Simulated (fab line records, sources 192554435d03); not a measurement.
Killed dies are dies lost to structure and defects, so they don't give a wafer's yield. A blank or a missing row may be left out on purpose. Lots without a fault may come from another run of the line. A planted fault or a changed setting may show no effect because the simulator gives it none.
Which tool did it? | flow n5_finfet | 10 lots, 30 wafers sampled, at 3 steps of a route of 1938

WHAT THE GAUGES READ, wafer by wafer
N5_MOL_CONTACT_COAG_CD_MEAS_08: target cd 28 nm.
lot  | measured     | on        | cd_nm (nm)
L077 | day 5 08:34  | cd_sem-01 | 28.14 27.96 28.03
L079 | day 5 22:59  | cd_sem-02 | 28.00 27.80 27.75
L081 | day 6 09:56  | cd_sem-02 | 27.90 28.09 27.84
L083 | day 6 20:05  | cd_sem-03 | 27.73 28.14 28.26
L086 | day 7 20:37  | cd_sem-03 | 27.75 28.65 27.87
L088 | day 8 02:53  | cd_sem-03 | 27.98 28.01 27.84
L091 | day 9 00:56  | cd_sem-02 | 28.04 27.93 27.73
L093 | day 9 10:44  | cd_sem-01 | 27.84 28.23 28.18
L095 | day 9 23:05  | cd_sem-01 | 27.91 27.75 28.11
L097 | day 10 09:05 | cd_sem-02 | 27.94 28.02 28.17

WHICH TOOL RAN EACH LOT (tool, then ch and the chambers of the sampled wafers, then the start)
lot  | N5_GATE_CUT_ETCHBACK_30           | N5_GATE_CUT_ETCH_19
L077 | rie_metal-01 ch 0,1, day 5 01:05  | rie_diel-01 ch 0,1,3, day 5 05:11
L079 | rie_metal-03 ch 0,1, day 5 15:38  | rie_diel-06 ch 0,1,3, day 5 19:30
L081 | rie_metal-02 ch 0, day 6 01:46    | rie_diel-04 ch 2,3, day 6 06:34
L083 | rie_metal-01 ch 0,1, day 6 12:56  | rie_diel-04 ch 0,1,3, day 6 16:41
L086 | rie_metal-03 ch 0,1, day 7 13:20  | rie_diel-04 ch 0,1,2, day 7 17:14
L088 | rie_metal-01 ch 0,1, day 7 19:29  | rie_diel-06 ch 2,3, day 7 23:21
L091 | rie_metal-03 ch 1, day 8 17:35    | rie_diel-01 ch 0,1, day 8 21:22
L093 | rie_metal-02 ch 0,1, day 9 03:11  | rie_diel-06 ch 1,2,3, day 9 07:14
L095 | rie_metal-02 ch 0,1, day 9 15:55  | rie_diel-04 ch 0,1,3, day 9 19:40
L097 | rie_metal-03 ch 0,1, day 10 01:30 | rie_diel-06 ch 0,3, day 10 05:34
- N5_GATE_CUT_ETCHBACK_30: etches TiN in Cl2/Ar, target depth 3 nm.
- N5_GATE_CUT_ETCH_19: etches SiNx in CH3F/O2, target depth 53.7 nm, time 76.7 s.

THE ANSWER, worked out from the rows above alone
Rule: what is usual is taken from the lots themselves. Put in order of their means at a reading, lots are off if they are a third of the lots or fewer, leave a main group of 4 or more, and stand apart from it by a gap of 3 or more times the standard deviation of the main group's means; of several such gaps the widest counts. A main group whose means are all the same, to the digits that the tables above print for the reading, isn't used. A lot without any number at a reading at which 4 lots or more have one is off too. The other lots that the step has rows for count as sound.
No lot is off at any reading shown: from this, nothing can be told.

WHAT THE SIMULATOR HAD PUT IN
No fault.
